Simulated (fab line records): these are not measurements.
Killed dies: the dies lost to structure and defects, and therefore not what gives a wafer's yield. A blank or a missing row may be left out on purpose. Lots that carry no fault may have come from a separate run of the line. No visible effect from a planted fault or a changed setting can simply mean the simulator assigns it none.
Struck lot and sound lot, side by side    flow n5-finfet    41 steps out of a route of 1938
Sound: these wafers, L778.1, L778.2, L778.6. Struck: wafer L769.4 (left out: L769.2, L769.6 of the same lot, which were not struck); the cause appears at the end.
Each step with rows lists, per side, the tool, then ch with its chambers, then its first start. Under that, the readings that differ: sound wafers    struck wafers    difference of the means    sigmas: that difference in standard deviations of wafers without a fault.
alike: a reading whose means differ by less than 2 such deviations, as well as words and numbers matching on both sides. not compared: withheld readings; readings where some wafer has no value; bounds like >300 that might hide an equal value; numbers whose values overlap and for which the record gives no deviation.
The two part at a step that has a row with sigmas, a row that says differs or no value, or rows on one side only. Numbers that don't overlap but have no deviation are shown without sigmas and don't part them. Lack of a reading on every wafer of one side parts them only where that side has two or more wafers.

first, 4 steps without rows for these wafers: N5_BEOL_M0_WET_ETCH_106 (etches SiO2 in DHF, target depth 130 nm, rinse time 30 s); N5_BEOL_M0_ETCH_128 (etches SiCN in CF4/N2, target depth 12 nm, overetch 5.1 nm, time 21.4 s); N5_BEOL_M0_TRENCH_ETCH_107 (etches SiOC in C4F6/O2, target depth 32.8 nm, time 16.4 s); N5_BEOL_M0_STRIP_142 (strips in N2/H2, time 10 s).
N5_BEOL_M0_OCD_MEAS_108:
  sound on ocd-02, day 8 23:11; struck on ocd-02, day 6 11:34
  alike: trench-depth-nm
then, 2 steps without rows for these wafers: N5_BEOL_M0_HM_STRIP_129 (strips TiN in peroxide tin strip, target depth 17 nm, time 108 s); N5_BEOL_M0_SRD_130 (time 30 s).
N5_BEOL_M0_ETCH_109: etches SiCN in CH3F/O2, target depth 8 nm, overetch 2.4 nm, time 27.4 s.
  sound on rie-diel-01 ch 0,1,3, day 8 23:49; struck on rie-diel-02 ch 0, day 6 11:43
  alike: drypump-motor-current-A, mfc-ar-sccm, oes-product-au, rf-vpp-V, showerhead-plenum-p-Torr, throttle-valve-pct
  not compared: rf-hours-counter-h
then, 3 steps without rows for these wafers: N5_BEOL_M0_STRIP_139 (strips in post etch residue remover, time 60 s); N5_BEOL_M0_SRD_111 (time 30 s); N5_BEOL_M0_DEGAS_112 (time 60 s).
N5_BEOL_M0_PRE_CLEAN_113: time 30 s.
  sound on pvd-sputter-01, day 9 00:15; struck on pvd-sputter-03, day 6 12:25
  alike: heater-power-w, susceptor-temp-C
N5_BEOL_M0_ALD_136: deposits TaN, pulse time 2 s, purge time 3 s, co reactant purge time 2 s.
  sound on ald-metal-04 ch 1,2,3, day 9 00:26; struck on ald-metal-03 ch 2, day 6 12:29
  alike: heater-power-w, susceptor-temp-C
then, 8 steps without rows for these wafers: N5_BEOL_M0_SURFACE_TREAT_137; N5_BEOL_M0_CVD_115 (deposits Co from CCTBA/H2, time 120 s); N5_BEOL_M0_SPUTTER_116 (material Cu, target thk 4 nm, time 7.37 s); N5_BEOL_M0_ANNEAL_117 (time 60 s); N5_BEOL_M0_SPUTTER_132 (material Cu, target thk 4 nm, time 7.37 s); N5_BEOL_M0_ANNEAL_133 (time 60 s); N5_BEOL_M0_SPUTTER_134 (material Cu, target thk 4 nm, time 7.37 s); N5_BEOL_M0_ANNEAL_135 (time 60 s).
N5_BEOL_M0_SPUTTER_141: material Cu, target thk 4 nm, time 7.37 s.
  sound on pvd-sputter-02, day 9 01:59; struck on pvd-sputter-01, day 6 13:34
  alike: susceptor-temp-C, throttle-valve-pct
then, 2 steps without rows for these wafers: N5_BEOL_M0_ECD_118 (material Cu, target thk 300 nm); N5_BEOL_M0_ANNEAL_119 (time 90 s).
N5_BEOL_M0_CMP_120: polishes, stops on SiOC, t overpolish 6.9 s.
  sound on cmp-02 ch 0,2,3, day 9 02:28; struck on cmp-02 ch 1, day 6 14:17
  alike: barrier-field-endpoint-s, motor-current-A, overpolish-run-s, slurry-filter-dp-kPa, time-to-endpoint-s
then, 1 step without rows for these wafers: N5_BEOL_M0_PRE_CLEAN_131 (time 15 s).
N5_BEOL_M0_CO_CAP_123: material Co, precursor CCTBA/H2, target thk 2 nm, time 102.1 s.
  sound on cvd-co-02 ch 0,1, day 9 02:51; struck on cvd-co-02 ch 1, day 6 14:40
  alike: heater-power-w, susceptor-temp-C
then, 2 steps without rows for these wafers: N5_BEOL_M0_PRE_CLEAN_124 (time 15 s); N5_BEOL_M0_DEP_125 (deposits SiCN from 3MS/NH3, target thk 8 nm, time 14 s).
N5_BEOL_M0_RS_MEAS_126: measures by four-point-probe.
  sound on film-metro-01, day 9 03:02; struck on film-metro-01, day 6 14:53
  alike: M0_RS
then, 1 step without rows for these wafers: N5_BEOL_M1_ILD_DEP_00 (deposits SiOC from DEMS/O2, target thk 79 nm, time 15.3 s).
N5_BEOL_M1_THK_MEAS_01:
  sound on film-metro-02, day 9 03:10; struck on film-metro-01, day 6 15:00
  alike: M1_ILD_THK
then, 8 steps without rows for these wafers: N5_BEOL_M1_PECVD_72 (deposits SiO2 from TEOS/O2, target thk 16 nm, time 18 s); N5_BEOL_M1_HM_DEP_02 (deposits TiN, target thk 20 nm); N5_BEOL_M1_COAT_61 (time 60 s, resist thk 60 nm); N5_BEOL_M1_COAT_62 (time 60 s, resist thk 12 nm); N5_BEOL_M1_COAT_73 (time 60 s, resist thk 5 nm); N5_BEOL_M1_COAT_05 (resist thk 30 nm); N5_BEOL_M1_EBR_07; N5_BEOL_M1_SOFTBAKE_06 (time 60 s).
-- record jumps: 8 days separate the struck wafers' starts on either side; left off in module BEOL_M1, taken up again in module PASSIVATION, whose first shown step is the route's number 1936 --
N5_PASSIVATION_PROBE_49:
  sound on prober-02, day 16 00:48; struck on prober-02, day 14 07:04
reading                   sound           struck  difference  sigmas
defect-limited-yield (%)  93.4 90.8 92.8  83.5    -8.8        -6
killed_at_M0_to_M3        15 43 40        124     +91         +10
killed-at-front-end       29 32 28        59      +29         +2
killed-dies               78 108 85       195     +105        +6
killed-on-rim             11 20 13        30      +15         +4
sort_bin_5_function (%)   4.3 5.0 4.0     8.5     +4.1        +4
sort_bin_6_memory (%)     2.1 3.6 3.0     4.1     +1.2        +2
sort-n-pass               1102 1072 1095  985     -105        -6
sort-yield-pct (%)        93.4 90.8 92.8  83.5    -8.8        -6
  alike: killed_at_M4_up, killed-at-contacts, killed-at-other, killed-open, killed-short, sort_bin_4_leakage

== WHERE THEY PART ==
Only at N5_PASSIVATION_PROBE_49, as far as this record shows.

WHY: what had been put in by the simulator
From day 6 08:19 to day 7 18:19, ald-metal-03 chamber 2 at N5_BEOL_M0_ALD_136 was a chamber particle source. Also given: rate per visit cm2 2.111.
